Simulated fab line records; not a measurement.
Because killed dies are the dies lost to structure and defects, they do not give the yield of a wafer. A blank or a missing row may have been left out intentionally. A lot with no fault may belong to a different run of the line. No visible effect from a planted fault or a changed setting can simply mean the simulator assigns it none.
Split-lot study / flow n5-finfet / route with 1938 steps; 7 lots, 21 wafers read

ABOUT THE SPLIT
At N5_GATE_CUT_COAT_07 (resist thk 30 nm), the setting spin-rpm was moved away from the recipe's 1500 rpm on 4 of the 21 wafers read, by +3.7% to +5.3%. The other wafers ran this setting at the recipe's value.

The split's own step is where the reading is taken.

THE READING
CAR-EUV_of_GATE_CUT_COAT_07.thk-nm (the simulator's own value, which no gauge read), in nm, at N5_GATE_CUT_COAT_07 (resist thk 30 nm). The file gives no usual value for it. Across the 17 wafers here that went through the recipe, the average is 30.0 nm and the standard deviation 0.11 nm.

wafer=L076.1; tool, chamber at the split=litho-track-04, 0; spin-rpm as run, rpm=1500; against the recipe=recipe; CAR-EUV_of_GATE_CUT_COAT_07.thk-nm, nm=29.8; against lot-mates on the recipe=-
wafer=L076.2; tool, chamber at the split=litho-track-04, 0; spin-rpm as run, rpm=1564; against the recipe=+4.3%; CAR-EUV_of_GATE_CUT_COAT_07.thk-nm, nm=29.4; against lot-mates on the recipe=-0.4
wafer=L076.5; tool, chamber at the split=litho-track-04, 0; spin-rpm as run, rpm=1564; against the recipe=+4.3%; CAR-EUV_of_GATE_CUT_COAT_07.thk-nm, nm=29.4; against lot-mates on the recipe=-0.4
wafer=L077.4; tool, chamber at the split=litho-track-04, 0; spin-rpm as run, rpm=1500; against the recipe=recipe; CAR-EUV_of_GATE_CUT_COAT_07.thk-nm, nm=30; against lot-mates on the recipe=-
wafer=L077.5; tool, chamber at the split=litho-track-04, 0; spin-rpm as run, rpm=1500; against the recipe=recipe; CAR-EUV_of_GATE_CUT_COAT_07.thk-nm, nm=30; against lot-mates on the recipe=-
wafer=L077.6; tool, chamber at the split=litho-track-04, 0; spin-rpm as run, rpm=1500; against the recipe=recipe; CAR-EUV_of_GATE_CUT_COAT_07.thk-nm, nm=30; against lot-mates on the recipe=-
wafer=L082.1; tool, chamber at the split=litho-track-03, 0; spin-rpm as run, rpm=1556; against the recipe=+3.7%; CAR-EUV_of_GATE_CUT_COAT_07.thk-nm, nm=29.4; against lot-mates on the recipe=-0.6
wafer=L082.2; tool, chamber at the split=litho-track-03, 0; spin-rpm as run, rpm=1500; against the recipe=recipe; CAR-EUV_of_GATE_CUT_COAT_07.thk-nm, nm=30; against lot-mates on the recipe=-
wafer=L082.5; tool, chamber at the split=litho-track-03, 0; spin-rpm as run, rpm=1500; against the recipe=recipe; CAR-EUV_of_GATE_CUT_COAT_07.thk-nm, nm=30; against lot-mates on the recipe=-
wafer=L084.2; tool, chamber at the split=litho-track-03, 0; spin-rpm as run, rpm=1500; against the recipe=recipe; CAR-EUV_of_GATE_CUT_COAT_07.thk-nm, nm=30; against lot-mates on the recipe=-
wafer=L084.5; tool, chamber at the split=litho-track-03, 0; spin-rpm as run, rpm=1500; against the recipe=recipe; CAR-EUV_of_GATE_CUT_COAT_07.thk-nm, nm=30.2; against lot-mates on the recipe=-
wafer=L084.6; tool, chamber at the split=litho-track-03, 0; spin-rpm as run, rpm=1500; against the recipe=recipe; CAR-EUV_of_GATE_CUT_COAT_07.thk-nm, nm=30.2; against lot-mates on the recipe=-
wafer=L089.1; tool, chamber at the split=litho-track-03, 0; spin-rpm as run, rpm=1500; against the recipe=recipe; CAR-EUV_of_GATE_CUT_COAT_07.thk-nm, nm=30; against lot-mates on the recipe=-
wafer=L089.6; tool, chamber at the split=litho-track-03, 0; spin-rpm as run, rpm=1500; against the recipe=recipe; CAR-EUV_of_GATE_CUT_COAT_07.thk-nm, nm=30; against lot-mates on the recipe=-
wafer=L089.4; tool, chamber at the split=litho-track-03, 0; spin-rpm as run, rpm=1500; against the recipe=recipe; CAR-EUV_of_GATE_CUT_COAT_07.thk-nm, nm=30.2; against lot-mates on the recipe=-
wafer=L093.2; tool, chamber at the split=litho-track-04, 0; spin-rpm as run, rpm=1500; against the recipe=recipe; CAR-EUV_of_GATE_CUT_COAT_07.thk-nm, nm=30; against lot-mates on the recipe=-
wafer=L093.4; tool, chamber at the split=litho-track-04, 0; spin-rpm as run, rpm=1500; against the recipe=recipe; CAR-EUV_of_GATE_CUT_COAT_07.thk-nm, nm=30.2; against lot-mates on the recipe=-
wafer=L093.5; tool, chamber at the split=litho-track-04, 0; spin-rpm as run, rpm=1500; against the recipe=recipe; CAR-EUV_of_GATE_CUT_COAT_07.thk-nm, nm=30.2; against lot-mates on the recipe=-
wafer=L094.1; tool, chamber at the split=litho-track-04, 0; spin-rpm as run, rpm=1500; against the recipe=recipe; CAR-EUV_of_GATE_CUT_COAT_07.thk-nm, nm=30; against lot-mates on the recipe=-
wafer=L094.4; tool, chamber at the split=litho-track-04, 0; spin-rpm as run, rpm=1500; against the recipe=recipe; CAR-EUV_of_GATE_CUT_COAT_07.thk-nm, nm=30; against lot-mates on the recipe=-
wafer=L094.2; tool, chamber at the split=litho-track-04, 0; spin-rpm as run, rpm=1579; against the recipe=+5.3%; CAR-EUV_of_GATE_CUT_COAT_07.thk-nm, nm=29.2; against lot-mates on the recipe=-0.8

FIT RESULTS
A straight line over all 21 wafers: CAR-EUV_of_GATE_CUT_COAT_07.thk-nm changes by -0.159 nm for each +1% of spin-rpm; r = -0.94; the points scatter about the line by 0.1 nm.
The same after taking each lot's own level away (the mean of its wafers on the recipe; 21 wafers): -0.127 nm for each +1%; r = -0.93; scatter 0.09 nm.
Per that fit: largest spin-rpm move, reading shift of 0.67 nm.
Across the lots, their own levels run from 29.80 to 30.13 nm, a range of 3.1 times the standard deviation given above.
Thus the slope moves with the lot-to-lot level: the two fits are different.
Check: -0.591 nm against its lot-mates is what the line predicts for one of the wafers moved furthest among these (+5.3%) when that wafer is left out of the fit. It came out at -0.8 nm against them.

THE OTHER SPLITS THESE WAFERS WENT THROUGH
Note: prior to the reading, these wafers also went through further splits. Each is held against what the fit with the lots' levels taken away leaves over:
other split on the same wafers=N5_SDB_COAT_05 spin-rpm; wafers away from the commonest value=5; r with CAR-EUV_of_GATE_CUT_COAT_07.thk-nm (lot level and that fit taken away)=+0.27
other split on the same wafers=N5_HKMG_FIN_COAT_43 spin-rpm; wafers away from the commonest value=6; r with CAR-EUV_of_GATE_CUT_COAT_07.thk-nm (lot level and that fit taken away)=+0.23
other split on the same wafers=N5_HKMG_FIN_PEB_47 peb-time-s; wafers away from the commonest value=6; r with CAR-EUV_of_GATE_CUT_COAT_07.thk-nm (lot level and that fit taken away)=+0.25
other split on the same wafers=N5_HKMG_FIN_COAT_06 spin-rpm; wafers away from the commonest value=3; r with CAR-EUV_of_GATE_CUT_COAT_07.thk-nm (lot level and that fit taken away)=-0.06
other split on the same wafers=N5_HKMG_FIN_DESCUM_17 time-s; wafers away from the commonest value=8; r with CAR-EUV_of_GATE_CUT_COAT_07.thk-nm (lot level and that fit taken away)=-0.10

THE FILE'S OWN FIT
CAR-EUV_of_GATE_CUT_COAT_07.thk-nm changes by -0.136 nm for each +1% of spin-rpm, r = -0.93.
